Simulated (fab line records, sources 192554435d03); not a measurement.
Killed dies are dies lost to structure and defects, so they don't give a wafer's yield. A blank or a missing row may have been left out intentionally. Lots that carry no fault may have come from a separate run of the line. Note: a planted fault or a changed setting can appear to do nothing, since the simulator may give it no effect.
Problem report, 8D (eight disciplines) form, completed by code / flow n5Finfet / the parts of the form that need people (team, actions taken, sign-off) are left out

1. WHAT WENT WRONG
Mean of spinSpeedRpm at N5_GATE_CUT_COAT_35: 1562.1 rpm across 6 wafers in 2 lots; on wafers with no fault it is 1500.0 rpm (standard deviation 0.96). Measured from the usual mean, that is +65 standard deviations.
The step: time 60 s, resist thk 10 nm.
The first sign was on wafer L129.4 at day 8 15:56, on lithoTrack-02. The record has a number at this step for 27 wafers belonging to 9 lots. Rule for "out", or "out of limits": more than 4 standard deviations from the usual mean. Any other wafer with a number is counted as sound.

2. WHAT IT IS; WHAT IT IS NOT
question=which readings at this step; is=spinSpeedRpm; is not=-
question=which lots; is=L129, L134; is not=L113, L114, L116, L121, L123, L124, L125
question=which wafers of those lots; is=all that have a number; is not=-
question=read on which tools; is=lithoTrack-02; is not=lithoTrack-01, lithoTrack-04
question=when; is=from day 8 15:56; is not=up to then (21 sound wafers)

3. SUSPECTS, AND WHAT RULES EACH OUT
Counting: a tool at a process step up to the reading stays a suspect if it ran every lot that is out and no sound lot after the first of them.
- rieDiel-01 at N5_GATE_CUT_ETCH_58 (etches SiNx in CH3F/O2, target depth 17 nm, time 128.6 s): kept. It processed each lot that is out, first L129 at day 8 12:23, and no sound lot thereafter; up to then, the last sound lot it processed was L124 at day 7 08:49.
- lithoTrack-02 at N5_GATE_CUT_COAT_35 (time 60 s, resist thk 10 nm): kept. It processed each lot that is out, first L129 at day 8 15:56, and no sound lot thereafter; up to then, the last sound lot it processed was L124 at day 7 11:49. On those wafers its own readings are out: spinSpeedRpm.
What counting leaves: rieDiel-01 at N5_GATE_CUT_ETCH_58 and lithoTrack-02 at N5_GATE_CUT_COAT_35.

4. THE CAUSE (what the simulator had put in)
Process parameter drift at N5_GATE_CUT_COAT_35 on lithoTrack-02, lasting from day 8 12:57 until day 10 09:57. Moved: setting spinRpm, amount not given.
Of the 2 suspects that counting leaves, this tool is one.

5. THE EFFECT CHAIN, in route order
Each row: a reading where the mean over the struck wafers with a number is more than 3 standard deviations away from the usual. Only readings whose record carries a usual standard deviation are examined. hours: median over the lots of the time between each lot's start at the first step of this table that gives one and its start at this step. sigmas: the change, counted in usual standard deviations.
hours=0; step=N5_GATE_CUT_COAT_35; reading=spinSpeedRpm; usual=1500.0 rpm; on struck wafers=1562.1; change=+62.1; sigmas=+65
Its process steps:
- N5_GATE_CUT_COAT_35: time 60 s, resist thk 10 nm.
Later measuring or inspecting steps at which every struck wafer that the step has a row for has a number for every such reading, and none has moved that far: N5_BEOL_M4_RC_MEAS_101.

6. HOW IT WOULD HAVE BEEN CAUGHT EARLIER
In this record the first reading out of limits was taken at day 8 15:56, 3 hours after the fault began at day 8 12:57.
